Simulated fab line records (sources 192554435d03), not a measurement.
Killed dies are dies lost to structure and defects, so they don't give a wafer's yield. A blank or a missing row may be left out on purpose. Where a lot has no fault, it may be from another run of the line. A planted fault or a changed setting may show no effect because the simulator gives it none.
Chamber matching | flow n5Finfet | N5_BEOL_M0_CUTY_ETCH_62 on rieDiel-05 has 4 sister chambers
The step etches SiARC in CF4, time 58.5 s. 18 wafers are shown with their chamber, then 9 later ones without.

== WAFERS, EACH WITH ITS CHAMBER ==
wafer  | chamber | showerheadPlenumPTorr (Torr) | throttleValvePct (%) | drypumpMotorCurrentA (A)
L078.2 | 3       | 2.20                         | 15.74                | 5.0
L078.3 | 2       | 1.99                         | 15.96                | 5.7
L078.4 | 1       | 2.09                         | 15.31                | 5.6
L081.1 | 1       | 2.09                         | 15.34                | 5.5
L081.2 | 3       | 2.20                         | 15.74                | 5.0
L081.3 | 0       | 2.05                         | 15.84                | 4.8
L081.4 | 2       | 1.98                         | 15.96                | 5.7
L081.5 | 0       | 2.05                         | 15.84                | 4.8
L081.6 | 3       | 2.20                         | 15.74                | 5.0
L082.1 | 1       | 2.09                         | 15.36                | 5.6
L082.2 | 0       | 2.05                         | 15.84                | 4.9
L082.3 | 3       | 2.20                         | 15.75                | 5.0
L085.1 | 1       | 2.08                         | 15.36                | 5.5
L085.4 | 0       | 2.05                         | 15.84                | 4.9
L085.5 | 2       | 1.98                         | 15.98                | 5.7
L086.1 | 1       | 2.08                         | 15.38                | 5.6
L086.2 | 0       | 2.05                         | 15.86                | 4.9
L086.6 | 0       | 2.05                         | 15.86                | 4.9

SIGNATURES, as means of the wafers listed above
reading               | chamber 0 | chamber 1 | chamber 2 | chamber 3 | scatter within a chamber
showerheadPlenumPTorr | 2.0500    | 2.0860    | 1.9833    | 2.2000    | 0.00365
throttleValvePct      | 15.8467   | 15.3500   | 15.9667   | 15.7425   | 0.0162
drypumpMotorCurrentA  | 4.867     | 5.560     | 5.700     | 5.000     | 0.0425
Rule: a wafer lies at a distance from a chamber equal to the root of the sum of squares, over the readings, of (its reading less the chamber's mean, divided by the reading's scatter). If the next closest chamber is less than 2 further off than the closest, the wafer can't be placed; otherwise it belongs to the closest. The scatter: the root of (the sum of the squares of (reading less its chamber's mean) over the shown wafers, divided by (wafers less chambers)).

== WAFERS MISSING THEIR CHAMBER ==
wafer  | showerheadPlenumPTorr (Torr) | throttleValvePct (%) | drypumpMotorCurrentA (A)
L087.1 | 2.05                         | 15.86                | 4.9
L087.2 | 1.98                         | 15.98                | 5.7
L087.4 | 2.20                         | 15.78                | 5.0
L093.2 | 1.98                         | 16.00                | 5.7
L093.3 | 2.08                         | 15.38                | 5.6
L093.5 | 2.08                         | 15.38                | 5.6
L096.2 | 1.97                         | 16.03                | 5.7
L096.4 | 1.97                         | 16.02                | 5.7
L096.6 | 2.08                         | 15.42                | 5.6

== EACH ONE'S CHAMBER ==
wafer  | from the rows above | in truth
L087.1 | 0                   | 0
L087.2 | 2                   | 2
L087.4 | 3                   | 3
L093.2 | 2                   | 2
L093.3 | 1                   | 1
L093.5 | 1                   | 1
L096.2 | 2                   | 2
L096.4 | 2                   | 2
L096.6 | 1                   | 1
Placed correctly: 9 of 9. Number that these rows cannot place: 0. 0 placed wrongly.
